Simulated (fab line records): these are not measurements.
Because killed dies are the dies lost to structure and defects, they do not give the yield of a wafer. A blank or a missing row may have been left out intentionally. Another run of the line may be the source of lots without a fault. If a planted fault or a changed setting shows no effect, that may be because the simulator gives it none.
Code-filled problem report in 8D (eight disciplines) form	flow n5_finfet	the parts of the form that need people (team, actions taken, sign-off) are left out

== 1. WHAT IS WRONG ==
run_length_s at N5_HKMG_FIN_ETCH_35 reads a mean of 199.2 s on 5 wafers of 3 lots; wafers without a fault read 266.5 s with a standard deviation of 0.42. So: -99 or more standard deviations from the usual mean.
The step: etches SOC in N2/H2, target depth 215.8 nm, time 243.4 s.
The first sign was on wafer L750.4 at day 5 14:13, on rie_diel-01. The record has a number at this step for 31 wafers belonging to 11 lots. By rule, "out" or "out of limits" means more than 4 standard deviations away from the usual mean. The rest of the wafers with a number are treated as sound.

== 2. WHAT IT IS; WHAT IT IS NOT ==
question	is	is not
which readings at this step	run_length_s	drypump_motor_current_A, h2_flow_sccm, oes_product_au, rf_vpp_V, showerhead_plenum_p_Torr, throttle_valve_pct
which lots	L750, L751, L752	L745, L748, L749, L757, L761, L763, L766, L767
which wafers of those lots	L750.4, L750.6, L751.4, L751.6, L752.4	L750.5, L752.5
read on which tools	rie_diel-01	rie_diel-02, rie_diel-05
when	from day 5 14:13	up to then (10 sound wafers); but 16 sound wafers of L752, L757, L761, L763, L766, L767 came after

== 3. THE SUSPECTS, EACH WITH WHAT RULES IT OUT ==
Counting: a tool at a process step up to the reading stays a suspect if it ran every lot that is out. Sound lots after the first of them don't rule it out here, since some wafers of a struck lot are sound.
- rie_diel-01 at N5_HKMG_FIN_ETCH_35 (etches SOC in N2/H2, target depth 215.8 nm, time 243.4 s): kept. It ran every lot that is out, first L750 (day 5 14:13); its last sound lot up to then is L749 (day 5 04:50). Its own run_length_s readings are out on those wafers.
The count leaves rie_diel-01 at N5_HKMG_FIN_ETCH_35.

== 4. THE CAUSE (what the simulator had put in) ==
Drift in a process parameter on rie_diel-01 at N5_HKMG_FIN_ETCH_35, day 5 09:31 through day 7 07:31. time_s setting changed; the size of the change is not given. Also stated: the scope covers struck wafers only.
Only this tool survived the counting.

== 5. THE CHAIN OF EFFECTS, in route order ==
Each row: a reading whose mean over the struck wafers that have a number lies more than 3 standard deviations from the usual. Readings are gone through only where the record gives a usual standard deviation; hours: the median, over the lots, of the time from a lot's start at the first step in this table giving one to that lot's start at this step; sigmas: the change measured in usual standard deviations.
hours	step	reading	usual	on struck wafers	change	sigmas
0	N5_HKMG_FIN_ETCH_35	run_length_s	266.5 s	199.2	-67.3	-99 or more
Its process steps:
- N5_HKMG_FIN_ETCH_35: etches SOC in N2/H2, target depth 215.8 nm, time 243.4 s.
Readings that are blank on the struck wafers while sound wafers have them: bias_w at N5_HKMG_FIN_ETCH_35.

== 6. WHAT WOULD HAVE CAUGHT IT SOONER ==
In this record the first reading out of limits was taken at day 5 14:13, 5 hours after the fault began at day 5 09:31.
